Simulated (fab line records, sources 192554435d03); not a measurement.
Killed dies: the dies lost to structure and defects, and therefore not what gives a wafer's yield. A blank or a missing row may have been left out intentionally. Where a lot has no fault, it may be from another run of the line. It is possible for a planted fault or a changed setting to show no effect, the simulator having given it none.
Matching of chambers    flow n5-finfet    ald-sin-04 running N5_BEOL_M0_SAQP_SPACER2_ALD_26: 4 sister chambers
The step deposits SiO2, target thk 15 nm, pulse time 1 s, purge time 2 s. 4 wafers are shown with their chamber, then 9 later ones without.

## WAFERS PAIRED WITH THEIR CHAMBERS
wafer   chamber  heater-power-outer-w (W)
L074.1  3        256
L092.2  2        196
L093.5  1        254
L093.6  0        221

## WAFERS MISSING THEIR CHAMBER
wafer   heater-power-outer-w (W)
L095.1  201
L095.2  247
L095.6  253
L096.1  198
L096.2  251
L096.5  198
L097.1  232
L097.2  254
L097.5  197

## CHAMBER TAKEN BY EACH
wafer   from the rows above      in truth
L095.1  2                        2
L095.2  can't be placed: 1 or 3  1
L095.6  can't be placed: 1 or 3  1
L096.1  2                        2
L096.2  can't be placed: 1 or 3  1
L096.5  2                        2
L097.1  0                        0
L097.2  can't be placed: 1 or 3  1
L097.5  2                        2
Placed correctly: 5 of 9. Can't be placed from these rows: 4 (the true chamber is among the candidates in 4). 0 placed wrongly.
How it was worked out, from the rows above alone: a wafer's distance from a chamber is the root of the sum, over the readings, of the square of ((its reading less the chamber's mean) divided by the reading's scatter). The wafer belongs to the nearest chamber; if the next one is less than 2 further off, it can't be placed. A chamber's mean is the mean of its shown wafers. The scatter: with one shown wafer a chamber, the root of the mean of the squares of how far each hidden wafer lies from its nearest shown one.
